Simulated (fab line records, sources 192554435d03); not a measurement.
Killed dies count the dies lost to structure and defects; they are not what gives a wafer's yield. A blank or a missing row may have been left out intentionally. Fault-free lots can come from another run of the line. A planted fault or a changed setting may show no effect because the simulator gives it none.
Comparing a struck lot with a sound one / flow n5_finfet / 36 out of 1938 route steps
Sound: these wafers, L424.1, L424.2, L424.5. Struck: wafers L429.2, L429.4. (L429.6 of the same lot was not struck and is left out.) The cause comes at the end.
Each step with rows lists, per side, the tool, then ch with its chambers, then its first start. Under that, the readings that differ: sound wafers / struck wafers / difference of the means / sigmas: that difference in standard deviations of wafers without a fault.
alike: readings with means less than 2 such deviations apart, plus words and numbers identical on both sides. not compared: withheld readings, readings lacking a value on some wafer, bounds such as >300 that could conceal the same value, and numbers that have no deviation in the record and whose values overlap.
A row with sigmas, a row that says differs or no value, or rows on one side alone: a step with any of these is where the two part. Non-overlapping numbers with no deviation appear without sigmas and do not part them. A reading missing from all wafers of one side parts the sides only when that side holds two or more wafers.

first, 9 steps without rows for these wafers: N5_BEOL_M8_ALD_77 (deposits TaN, target thk 2 nm, pulse time 2 s, purge time 3 s); N5_BEOL_M8_SURFACE_TREAT_79; N5_BEOL_M8_CVD_78 (deposits Co from CCTBA/H2, target thk 2 nm, time 142.3 s); N5_BEOL_M8_SPUTTER_48 (material Cu, target thk 10 nm, time 1.667 s); N5_BEOL_M8_ECD_50 (material Cu, target thk 300 nm); N5_BEOL_M8_ANNEAL_51 (time 90 s); N5_BEOL_M8_CMP_52 (polishes, stops on SiCOH lowk, t overpolish 6.9 s, target thk 80 nm); N5_BEOL_M8_PRE_CLEAN_55 (time 15 s); N5_BEOL_M8_DEP_56 (deposits SiCN from 3MS/NH3, target thk 10 nm, time 17.5 s).
N5_BEOL_M9_ILD_DEP_00: deposits SiCOH lowk from DEMS/porogen, target thk 308.51 nm, time 58 s.
  sound on pecvd-03 ch 0,1,2, day 10 20:41; struck on pecvd-03 ch 1, day 11 21:15
  alike: heater_power_w, showerhead_plenum_p_Torr, throttle_valve_pct
then, 24 steps without rows for these wafers: N5_BEOL_M9_CURE_71 (cures SiCOH lowk, time 240 s); N5_BEOL_M9_PECVD_70 (deposits SiO2 from TEOS/O2, target thk 20 nm, time 22.7 s); N5_BEOL_M9_HM_DEP_02 (deposits TiN, target thk 20 nm); N5_BEOL_M9_COAT_59 (time 60 s, resist thk 100 nm); N5_BEOL_M9_COAT_60 (time 60 s, resist thk 30 nm); N5_BEOL_M9_COAT_05 (resist thk 90 nm); N5_BEOL_M9_EBR_07; N5_BEOL_M9_SOFTBAKE_06 (time 60 s); N5_BEOL_M9_EXPOSE_08 (exposes mask M9); N5_BEOL_M9_PEB_09 (peb time 60 s); N5_BEOL_M9_DEVELOP_10 (develop time 30 s); N5_BEOL_M9_DESCUM_16 (chemistry O2, time 7.9 s); N5_BEOL_M9_ETCH_61 (etches SiARC in CF4, target depth 39 nm, time 65 s); N5_BEOL_M9_ETCH_62 (etches SOC in N2/H2, target depth 110 nm, overetch 22 nm, time 165 s); N5_BEOL_M9_STRIP_68 (strips in N2/H2); N5_BEOL_M9_STRIP_67 (strips in CF4); N5_BEOL_M9_HM_OPEN_17 (chemistry Cl2/BCl3, target TiN, target depth 20 nm, overetch 6 nm); N5_BEOL_M9_STRIP_19 (strips in O2); N5_BEOL_M9_COAT_63 (time 60 s, resist thk 60 nm); N5_BEOL_M9_COAT_64 (time 60 s, resist thk 12 nm); N5_BEOL_M9_COAT_75 (time 60 s, resist thk 5 nm); N5_BEOL_M9_COAT_22 (resist thk 30 nm); N5_BEOL_M9_EBR_24; N5_BEOL_M9_SOFTBAKE_23 (time 60 s).
N5_BEOL_M9_INSPECT_30: inspects for defects (brightfield).
  struck on defect_inspect-02, day 12 01:27; sound on defect_inspect-01, day 11 00:34
reading=raw_defect_count; sound=290 402 245; struck=757 664; difference=+398; sigmas=+4
-- the record jumps here: 3 days lie between the struck wafers' starts before and after (it left off in module BEOL_M9 and takes up again in module PASSIVATION, whose first step shown is number 1936 of the route) --
N5_PASSIVATION_PROBE_49:
  record: rows for the struck wafers here (prober-02, day 14 13:38), none for the sound ones

WHERE THEY PART
Last at N5_PASSIVATION_PROBE_49 as far as this record goes, first at N5_BEOL_M9_INSPECT_30.

WHY: the cause the simulator had injected
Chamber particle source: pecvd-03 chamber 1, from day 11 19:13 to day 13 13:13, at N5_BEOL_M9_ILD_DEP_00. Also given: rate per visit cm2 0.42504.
